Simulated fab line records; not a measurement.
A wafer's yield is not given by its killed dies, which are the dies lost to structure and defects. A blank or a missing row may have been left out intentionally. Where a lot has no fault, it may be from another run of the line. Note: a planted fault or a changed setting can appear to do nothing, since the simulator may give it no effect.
Tool commonality check / flow nand_harc / Sample size 13 lots and 39 wafers

## REASON IT WAS OPENED
On 2 of the 13 lots, a flag is raised at NHARC_P_M2_CD_MEAS_09 on the reading cd_nm. Fault-free wafers read 170.2 nm, with a standard deviation of 0.44.
Rule: flag the lot when none of its wafers has a number, or when each of its wafers that has one lies beyond 4 standard deviations from that mean. As for the other lots, they are considered sound.

lot=L647; measured=day 7 00:59; on=cd_sem-03; cd_nm (nm), wafer by wafer=169.3 170.0 170.0; flag=
lot=L648; measured=day 7 04:20; on=cd_sem-01; cd_nm (nm), wafer by wafer=170.7 170.4 170.1; flag=
lot=L649; measured=day 7 11:13; on=cd_sem-03; cd_nm (nm), wafer by wafer=170.2 170.1 169.8; flag=
lot=L650; measured=day 8 00:47; on=cd_sem-01; cd_nm (nm), wafer by wafer=170.1 170.6 170.6; flag=
lot=L651; measured=day 8 19:21; on=cd_sem-01; cd_nm (nm), wafer by wafer=170.6 170.1 170.1; flag=
lot=L652; measured=day 8 20:10; on=cd_sem-03; cd_nm (nm), wafer by wafer=169.2 170.1 169.6; flag=
lot=L655; measured=day 10 02:28; on=cd_sem-02; cd_nm (nm), wafer by wafer=175.2 174.8 175.1; flag=FLAGGED
lot=L656; measured=day 10 17:43; on=cd_sem-02; cd_nm (nm), wafer by wafer=175.8 175.7 175.6; flag=FLAGGED
lot=L661; measured=day 12 08:47; on=cd_sem-03; cd_nm (nm), wafer by wafer=170.4 170.0 169.5; flag=
lot=L665; measured=day 14 07:07; on=cd_sem-03; cd_nm (nm), wafer by wafer=169.9 170.2 170.0; flag=
lot=L667; measured=day 14 18:16; on=cd_sem-01; cd_nm (nm), wafer by wafer=170.2 170.6 170.7; flag=
lot=L668; measured=day 15 06:41; on=cd_sem-02; cd_nm (nm), wafer by wafer=169.4 169.8 169.8; flag=
lot=L669; measured=day 15 21:22; on=cd_sem-03; cd_nm (nm), wafer by wafer=170.7 170.7 170.7; flag=
Average over the flagged lots: 175.4 nm; offset from the usual +5.2 nm, equal to +12 standard deviations.

## TOOL THAT RAN EACH LOT
Before the reading, the record contains 3 process steps out of a 1302-step route. In each cell: the tool, then ch and the chambers that the sampled wafers went through, then the start.
lot=L647; flag=; NHARC_P_M1_ANNEAL_31=rtp_anneal-01 ch 0, day 6 22:36; NHARC_P_M1_DEP_33=pecvd-02 ch 0,1,2, day 6 23:52; NHARC_P_M2_PEB_07=litho_track-01 ch 0, day 7 00:55
lot=L648; flag=; NHARC_P_M1_ANNEAL_31=rtp_anneal-01 ch 0, day 7 02:11; NHARC_P_M1_DEP_33=pecvd-04 ch 0,1,2, day 7 03:05; NHARC_P_M2_PEB_07=litho_track-01 ch 0, day 7 04:16
lot=L649; flag=; NHARC_P_M1_ANNEAL_31=rtp_anneal-01 ch 0, day 7 09:02; NHARC_P_M1_DEP_33=pecvd-04 ch 0,1, day 7 09:58; NHARC_P_M2_PEB_07=litho_track-06 ch 0, day 7 11:08
lot=L650; flag=; NHARC_P_M1_ANNEAL_31=rtp_anneal-01 ch 0, day 7 22:42; NHARC_P_M1_DEP_33=pecvd-03 ch 0,2, day 7 23:40; NHARC_P_M2_PEB_07=litho_track-01 ch 0, day 8 00:43
lot=L651; flag=; NHARC_P_M1_ANNEAL_31=rtp_anneal-01 ch 0, day 8 17:08; NHARC_P_M1_DEP_33=pecvd-04 ch 1,2, day 8 18:11; NHARC_P_M2_PEB_07=litho_track-06 ch 0, day 8 19:16
lot=L652; flag=; NHARC_P_M1_ANNEAL_31=rtp_anneal-02 ch 0, day 8 18:10; NHARC_P_M1_DEP_33=pecvd-02 ch 1,2, day 8 19:01; NHARC_P_M2_PEB_07=litho_track-06 ch 0, day 8 20:04
lot=L655; flag=FLAGGED; NHARC_P_M1_ANNEAL_31=rtp_anneal-01 ch 0, day 10 00:20; NHARC_P_M1_DEP_33=pecvd-04 ch 0,1,2, day 10 01:19; NHARC_P_M2_PEB_07=litho_track-06 ch 0, day 10 02:23
lot=L656; flag=FLAGGED; NHARC_P_M1_ANNEAL_31=rtp_anneal-02 ch 0, day 10 15:37; NHARC_P_M1_DEP_33=pecvd-03 ch 0,1,2, day 10 16:33; NHARC_P_M2_PEB_07=litho_track-06 ch 0, day 10 17:38
lot=L661; flag=; NHARC_P_M1_ANNEAL_31=rtp_anneal-02 ch 0, day 12 06:34; NHARC_P_M1_DEP_33=pecvd-02 ch 1,2, day 12 07:29; NHARC_P_M2_PEB_07=litho_track-04 ch 0, day 12 08:42
lot=L665; flag=; NHARC_P_M1_ANNEAL_31=rtp_anneal-01 ch 0, day 14 05:00; NHARC_P_M1_DEP_33=pecvd-03 ch 0,2, day 14 05:59; NHARC_P_M2_PEB_07=litho_track-01 ch 0, day 14 07:02
lot=L667; flag=; NHARC_P_M1_ANNEAL_31=rtp_anneal-01 ch 0, day 14 16:04; NHARC_P_M1_DEP_33=pecvd-02 ch 0,1,2, day 14 17:01; NHARC_P_M2_PEB_07=litho_track-04 ch 0, day 14 18:11
lot=L668; flag=; NHARC_P_M1_ANNEAL_31=rtp_anneal-01 ch 0, day 15 04:31; NHARC_P_M1_DEP_33=pecvd-04 ch 0,1,2, day 15 05:32; NHARC_P_M2_PEB_07=litho_track-04 ch 0, day 15 06:37
lot=L669; flag=; NHARC_P_M1_ANNEAL_31=rtp_anneal-01 ch 0, day 15 19:04; NHARC_P_M1_DEP_33=pecvd-03 ch 1,2, day 15 20:04; NHARC_P_M2_PEB_07=litho_track-01 ch 0, day 15 21:17
What is done by these steps:
- NHARC_P_M1_ANNEAL_31: time 90 s.
- NHARC_P_M1_DEP_33: deposits SiCN, target thk 30 nm.
- NHARC_P_M2_PEB_07: peb time 65 s.
- NHARC_P_M2_CD_MEAS_09: target cd 170 nm.

## FLAGGED OVER TOTAL, TOOL BY TOOL (the gauges that took the reading come last)
step=NHARC_P_M1_ANNEAL_31; tool=rtp_anneal-01; lots run=10; flagged=1; share of the flagged lots=some; sound lots run after its first flagged lot=4 (L665,L667,L668,L669)
step=NHARC_P_M1_ANNEAL_31; tool=rtp_anneal-02; lots run=3; flagged=1; share of the flagged lots=some; sound lots run after its first flagged lot=1 (L661)
step=NHARC_P_M1_DEP_33; tool=pecvd-02; lots run=4; flagged=0; share of the flagged lots=none; sound lots run after its first flagged lot=-
step=NHARC_P_M1_DEP_33; tool=pecvd-03; lots run=4; flagged=1; share of the flagged lots=some; sound lots run after its first flagged lot=2 (L665,L669)
step=NHARC_P_M1_DEP_33; tool=pecvd-04; lots run=5; flagged=1; share of the flagged lots=some; sound lots run after its first flagged lot=1 (L668)
step=NHARC_P_M2_PEB_07; tool=litho_track-01; lots run=5; flagged=0; share of the flagged lots=none; sound lots run after its first flagged lot=-
step=NHARC_P_M2_PEB_07; tool=litho_track-04; lots run=3; flagged=0; share of the flagged lots=none; sound lots run after its first flagged lot=-
step=NHARC_P_M2_PEB_07; tool=litho_track-06; lots run=5; flagged=2; share of the flagged lots=all; sound lots run after its first flagged lot=0
step=NHARC_P_M2_CD_MEAS_09; tool=cd_sem-01; lots run=4; flagged=0; share of the flagged lots=none; sound lots run after its first flagged lot=-
step=NHARC_P_M2_CD_MEAS_09; tool=cd_sem-02; lots run=3; flagged=2; share of the flagged lots=all; sound lots run after its first flagged lot=1 (L668)
step=NHARC_P_M2_CD_MEAS_09; tool=cd_sem-03; lots run=6; flagged=0; share of the flagged lots=none; sound lots run after its first flagged lot=-

## WHAT THE TABLE PERMITS
Table rows that saw every flagged lot: 2, namely litho_track-06 at NHARC_P_M2_PEB_07 and cd_sem-02 at NHARC_P_M2_CD_MEAS_09.
- litho_track-06 at NHARC_P_M2_PEB_07 ran 5 lots, 2 of them flagged. A fault beginning between L652 (day 8 20:04), its last sound lot, and L655 (day 10 02:23), its first flagged one, fits the data. Its own readings lie more than 4 standard deviations out on every wafer of the flagged lots: heater_power_total_W, plate_temp_C.
- cd_sem-02 at NHARC_P_M2_CD_MEAS_09 ran 3 lots, 2 of them flagged. Lots that were sound ran on it after the first flagged one (L668); a persistent fault on the entire tool would not allow that.
One tool is left: litho_track-06 at NHARC_P_M2_PEB_07.

## WHAT HAD BEEN PUT IN BY THE SIMULATOR
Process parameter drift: litho_track-06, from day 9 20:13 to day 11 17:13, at NHARC_P_M2_PEB_07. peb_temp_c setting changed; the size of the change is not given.
Lots struck among those shown: L655, L656. The same result came from the rule above.
